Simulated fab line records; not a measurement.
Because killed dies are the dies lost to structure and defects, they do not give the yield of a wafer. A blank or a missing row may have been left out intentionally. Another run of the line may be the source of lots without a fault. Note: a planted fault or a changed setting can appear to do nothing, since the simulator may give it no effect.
Matching of chambers | flow nand-harc | rie-diel-08 running NHARC_A_CONTACT_ETCH_48: 4 sister chambers
The step etches the open film in CF4, target depth 39 nm, time 65 s. 4 wafers are shown with their chamber, then 12 later ones without.

## WAFERS WITH THEIR CHAMBER
wafer  | chamber | showerhead-plenum-p-Torr (Torr)
L087.5 | 2       | 1.77
L085.3 | 1       | 1.77
L089.5 | 3       | 1.88
L089.6 | 0       | 1.79

## WAFERS WHOSE CHAMBER IS MISSING
wafer  | showerhead-plenum-p-Torr (Torr)
L091.2 | 1.76
L091.4 | 1.79
L091.6 | 1.77
L095.1 | 1.77
L095.3 | 1.76
L095.6 | 1.77
L094.2 | 1.88
L094.5 | 1.79
L094.6 | 1.88
L093.1 | 1.79
L093.2 | 1.77
L093.6 | 1.76

## WHICH CHAMBER EACH ONE RAN IN
wafer  | from the rows above     | in truth
L091.2 | can't be placed: 1 or 2 | 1
L091.4 | 0                       | 0
L091.6 | can't be placed: 1 or 2 | 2
L095.1 | can't be placed: 1 or 2 | 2
L095.3 | can't be placed: 1 or 2 | 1
L095.6 | can't be placed: 1 or 2 | 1
L094.2 | 3                       | 3
L094.5 | 0                       | 0
L094.6 | 3                       | 3
L093.1 | 0                       | 0
L093.2 | can't be placed: 1 or 2 | 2
L093.6 | can't be placed: 1 or 2 | 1
5 of 12 placed correctly. From these rows, 7 cannot be placed; in 7 the true chamber is one of the candidates. 0 placed wrongly.
How it was worked out, from the rows above alone: a wafer's distance from a chamber is the root of the sum, over the readings, of the square of ((its reading less the chamber's mean) divided by the reading's scatter). The wafer belongs to the nearest chamber; if the next one is less than 2 further off, it can't be placed. The mean given for a chamber averages the wafers shown for that chamber. The scatter: root of mean squared gap, hidden wafer to nearest shown wafer, with one shown wafer a chamber.
